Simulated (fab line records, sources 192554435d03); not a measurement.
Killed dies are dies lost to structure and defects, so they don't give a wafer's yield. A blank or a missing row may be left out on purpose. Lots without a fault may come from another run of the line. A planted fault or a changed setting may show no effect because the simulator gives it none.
A struck lot beside a sound one | flow n5_finfet | 24 steps out of a route of 1938
Sound: wafers L257.2, L257.5, L257.6. Struck: wafers L259.2, L259.4, L259.5. The cause comes at the end.
At each step with rows: each side's tool, then ch and its chambers, then its first start. Under that, the readings that differ: sound wafers | struck wafers | difference of the means | sigmas: that difference in standard deviations of wafers without a fault.
alike: readings whose means differ by less than 2 such deviations, and words and numbers that are the same on both sides. not compared: withheld readings, readings that some wafer has no value for, bounds like >300 that may hide the same value, and numbers for which the record gives no deviation and whose values overlap.
The two part at a step that has a row with sigmas, a row that says differs or no value, or rows on one side only. Numbers that don't overlap but have no deviation are shown without sigmas and don't part them. A reading that every wafer of one side lacks parts them only if that side has two wafers or more.

N5_BEOL_M6_INSPECT_13: inspects for defects (brightfield).
  sound on defect_inspect-01, day 8 23:14; struck on defect_inspect-01, day 9 01:23
  alike: raw_defect_count
then, 1 step without rows for these wafers: N5_BEOL_M6_DESCUM_16 (chemistry O2, time 7.9 s).
N5_BEOL_M6_ETCH_61: etches SiARC in CF4, target depth 45.5 nm, time 75.8 s.
  sound on rie_diel-03 ch 0,1, day 8 23:19; struck on rie_diel-01 ch 0,1,2, day 9 01:27
  alike: drypump_motor_current_A, etch_rf_on_time_s, oes_product_au, rf_vpp_V, showerhead_plenum_p_Torr, throttle_valve_pct
  not compared: rf_hours_counter_h
N5_BEOL_M6_ETCH_62: etches SOC in N2/H2, target depth 110 nm, overetch 22 nm, time 165 s.
  sound on rie_diel-03 ch 0,1, day 8 23:22; struck on rie_diel-01 ch 0,1,2, day 9 01:30
  alike: drypump_motor_current_A, oes_product_au, rf_vpp_V, showerhead_plenum_p_Torr, throttle_valve_pct
  not compared: rf_hours_counter_h
then, 1 step without rows for these wafers: N5_BEOL_M6_STRIP_68 (strips in N2/H2).
N5_BEOL_M6_STRIP_67: strips in CF4.
  sound on rie_diel-03 ch 0,1, day 8 23:31; struck on rie_diel-01 ch 0,1,2, day 9 01:39
  alike: drypump_motor_current_A, oes_product_au, rf_vpp_V, showerhead_plenum_p_Torr, throttle_valve_pct
  not compared: rf_hours_counter_h
N5_BEOL_M6_HM_OPEN_17: chemistry Cl2/BCl3, target TiN, target depth 20 nm, overetch 6 nm.
  sound on rie_metal-02 ch 0,1, day 8 23:33; struck on rie_metal-03 ch 0,1, day 9 01:41
  reading                     | sound       | struck      | difference | sigmas
  drypump_motor_current_A (A) | 6.1 6.2 6.1 | 5.4 4.9 4.9 | -1.1       | -2
  alike: oes_product_au, throttle_valve_pct
  not compared: rf_hours_counter_h
then, 1 step without rows for these wafers: N5_BEOL_M6_STRIP_19 (strips in O2).
N5_BEOL_M6_CD_MEAS_18: pitch 80 nm, target cd 40 nm.
  sound on cd_sem-03, day 8 23:56; struck on cd_sem-02, day 9 01:52
  alike: cd_nm
then, 3 steps without rows for these wafers: N5_BEOL_M6_COAT_63 (time 60 s, resist thk 60 nm); N5_BEOL_M6_COAT_64 (time 60 s, resist thk 12 nm); N5_BEOL_M6_COAT_71 (time 60 s, resist thk 5 nm).
N5_BEOL_M6_COAT_22: resist thk 30 nm.
  sound on litho_track-04 ch 0, day 9 00:05; struck on litho_track-04 ch 0, day 9 02:55
  reading                                      | sound                | struck               | difference | sigmas
  spin_speed_rpm (rpm)                         | 1502.0 1503.9 1499.6 | 1438.2 1437.6 1437.0 | -64.2      | -54
  model.CAR-EUV_of_BEOL_M6_COAT_22.thk_nm (nm) | 30 30 30             | 30.6 30.8 30.6       | +0.7       |
then, 5 steps without rows for these wafers: N5_BEOL_M6_EBR_24; N5_BEOL_M6_SOFTBAKE_23 (time 60 s); N5_BEOL_M6_EXPOSE_25 (exposes mask V5, target cd 40 nm); N5_BEOL_M6_PEB_26 (peb time 60 s); N5_BEOL_M6_DEVELOP_27 (develop time 30 s).
N5_BEOL_M6_CD_MEAS_28: target cd 40 nm.
  sound on cd_sem-01 ch 0, day 9 00:21; struck on cd_sem-01 ch 0, day 9 03:10
  alike: cd_nm
N5_BEOL_M6_OVL_MEAS_29:
  sound on overlay-02 ch 0, day 9 00:23; struck on overlay-01 ch 0, day 9 03:13
  alike: V5_OVL
N5_BEOL_M6_INSPECT_30: inspects for defects (brightfield).
  sound on defect_inspect-02, day 9 00:26; struck on defect_inspect-01, day 9 03:16
  alike: raw_defect_count
N5_BEOL_M6_DESCUM_33: chemistry O2, time 7 s.
  sound on rie_diel-01 ch 0,1, day 9 00:28; struck on rie_diel-03 ch 1,2, day 9 03:41
  reading                                      | sound      | struck         | difference | sigmas
  model.CAR-EUV_of_BEOL_M6_COAT_22.thk_nm (nm) | 26.2 26 26 | 26.8 26.8 26.6 | +0.7       |
  alike: drypump_motor_current_A, o2_flow_sccm, oes_product_au, rf_vpp_V, showerhead_plenum_p_Torr, throttle_valve_pct
  not compared: rf_hours_counter_h
N5_BEOL_M6_ETCH_72: etches underlayer in N2/H2, target depth 6.5 nm, time 5.2 s.
  sound on rie_diel-01 ch 0,1, day 9 00:31; struck on rie_diel-03 ch 1,2, day 9 03:43
  alike: drypump_motor_current_A, etch_rf_on_time_s, oes_product_au, rf_vpp_V, showerhead_plenum_p_Torr, throttle_valve_pct
  not compared: rf_hours_counter_h
then, 1 step without rows for these wafers: N5_PASSIVATION_PROBE_49.

WHERE THEY PART
First at N5_BEOL_M6_HM_OPEN_17; last, within this record, at N5_BEOL_M6_COAT_22. Later steps at which nothing parts them and some readings are alike: N5_BEOL_M6_CD_MEAS_28, N5_BEOL_M6_OVL_MEAS_29, N5_BEOL_M6_INSPECT_30, N5_BEOL_M6_DESCUM_33, N5_BEOL_M6_ETCH_72.

WHY: what the simulator had put in
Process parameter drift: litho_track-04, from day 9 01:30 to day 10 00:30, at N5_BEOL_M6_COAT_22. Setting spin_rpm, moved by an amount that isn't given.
